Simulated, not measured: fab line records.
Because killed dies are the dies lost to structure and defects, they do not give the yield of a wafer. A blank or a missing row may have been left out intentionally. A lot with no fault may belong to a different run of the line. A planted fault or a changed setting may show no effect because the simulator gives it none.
Split-lot experiment ; flow n5 finfet ; 39 wafers read across 7 lots, on a route 1938 steps long

## THE SPLIT ITSELF
At N5_HKMG_FIN_ETCH_32 (etches SOC in N2/H2, target depth 240 nm, time 300 s), the setting bias w was moved away from the recipe's 150 W on 18 of the 39 wafers read, by -17.7% to +15.7%. For the rest of the wafers, this setting stayed at what the recipe calls for.

Reading taken at the split's own step.

## THE READING
rf vpp V, in V, at N5_HKMG_FIN_ETCH_32 (etches SOC in N2/H2, target depth 240 nm, time 300 s). Typical for fault-free wafers on this fab line: 524.5 V, with standard deviation 2.7 V.

wafer;tool, chamber at the split;bias w as run, W;against the recipe;rf vpp V, V;against lot-mates on the recipe
L074.1;rie diel-05, 2;150;recipe;520.1;-
L074.2;rie diel-05, 3;173.5;+15.7%;576.8;+53.8
L074.3;rie diel-05, 0;150;recipe;523.0;-
L074.4;rie diel-05, 1;173.5;+15.7%;578.3;+55.3
L074.5;rie diel-05, 1;150;recipe;525.9;-
L074.6;rie diel-05, 0;173.5;+15.7%;569.9;+46.9
L078.1;rie diel-04, 0;150;recipe;525.3;-
L078.2;rie diel-04, 2;150;recipe;526.0;-
L078.3;rie diel-04, 1;157.5;+5.0%;543.1;+19.1
L078.4;rie diel-04, 3;150;recipe;520.6;-
L078.5;rie diel-04, 3;157.5;+5.0%;537.7;+13.7
L078.6;rie diel-04, 0;157.5;+5.0%;540.4;+16.4
L079.1;rie diel-04, 2;123.4;-17.7%;463.2;-60.5
L079.2;rie diel-04, 0;123.4;-17.7%;465.1;-58.6
L079.3;rie diel-04, 3;150;recipe;521.7;-
L079.4;rie diel-04, 0;150;recipe;525.0;-
L079.5;rie diel-04, 3;123.4;-17.7%;458.8;-64.9
L079.6;rie diel-04, 2;150;recipe;524.4;-
L082.1;rie diel-04, 0;163.3;+8.9%;552.7;+30.0
L082.2;rie diel-04, 1;163.3;+8.9%;554.7;+32.0
L082.3;rie diel-04, 3;150;recipe;521.2;-
L082.4;rie diel-04, 2;163.3;+8.9%;553.6;+30.9
L082.5;rie diel-04, 3;150;recipe;521.0;-
L082.6;rie diel-04, 0;150;recipe;525.9;-
L085.4;rie diel-06, 0;150;recipe;528.1;-
L085.5;rie diel-06, 3;150;recipe;528.0;-
L085.6;rie diel-06, 2;150;recipe;522.4;-
L093.1;rie diel-06, 3;150;recipe;527.5;-
L093.2;rie diel-06, 2;150;recipe;524.2;-
L093.3;rie diel-06, 0;150;recipe;527.2;-
L093.4;rie diel-06, 3;158.5;+5.7%;546.4;+20.1
L093.5;rie diel-06, 0;158.5;+5.7%;546.7;+20.4
L093.6;rie diel-06, 2;158.5;+5.7%;542.2;+15.9
L096.1;rie diel-05, 2;167.9;+11.9%;565.7;+41.2
L096.2;rie diel-05, 1;167.9;+11.9%;563.7;+39.2
L096.3;rie diel-05, 0;150;recipe;521.1;-
L096.4;rie diel-05, 3;150;recipe;526.4;-
L096.5;rie diel-05, 0;167.9;+11.9%;558.7;+34.2
L096.6;rie diel-05, 3;150;recipe;526.0;-

THE FIT
A straight line over all 39 wafers: rf vpp V changes by +3.37 V for each +1% of bias w; r = +0.99; the points scatter about the line by 2.8 V.
The same after taking each lot's own level away (the mean of its wafers on the recipe; 39 wafers): +3.38 V for each +1%; r = +1.00; scatter 2.5 V.
According to that fit, moving bias w by its largest amount changes the reading by 60 V.
The span of the lots' own levels, 522.70 to 526.30 V, comes to 1.3 times the standard deviation stated above.
The two slopes are in agreement: the lot-to-lot level therefore moves the slope only a little.
Check: with one of the wafers moved furthest among these (-17.7%) left out of the fit, the line predicts -60.2 V for it against its lot-mates. Against them it came out at -60.5 V.
Tool readings at the split's step, against how far the setting was moved: rf vpp V r = +0.99.

## THE OTHER SPLITS THESE WAFERS WENT THROUGH
Other splits were also applied to these wafers ahead of the reading. Each is held against what the fit with the lots' levels taken away leaves over:
other split on the same wafers;wafers away from the commonest value;r with rf vpp V (lot level and that fit taken away)
N5_WELL_APT_IMPLANT_14 energy kev;15;-0.07

## THE WHOLE CHAIN: every reading that the file lists as answering this split, in the file's order
step;what it does;reading;change (the file's fit);r (the file's)
N5_HKMG_FIN_ETCH_32;etches SOC in N2/H2, target depth 240 nm, time 300 s;rf vpp V;+3.37 V for each +1% of the setting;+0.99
N5_HKMG_FIN_ETCH_32;etches SOC in N2/H2, target depth 240 nm, time 300 s;etch.depth nm (the simulator's own value, which no gauge read);+1.25 nm for each +1% of the setting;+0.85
N5_HKMG_FIN_ETCH_32;etches SOC in N2/H2, target depth 240 nm, time 300 s;HKMG_FIN.feature depth nm (the simulator's own value, which no gauge read);+1.25 nm for each +1% of the setting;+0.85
N5_HKMG_FIN_ETCH_32;etches SOC in N2/H2, target depth 240 nm, time 300 s;SiARC_of_HKMG_FIN_COAT_30.thk nm (the simulator's own value, which no gauge read);-0.183 nm for each +1% of the setting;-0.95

## THE FILE'S OWN FIT
rf vpp V changes by +3.37 V for each +1% of bias w, r = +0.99.
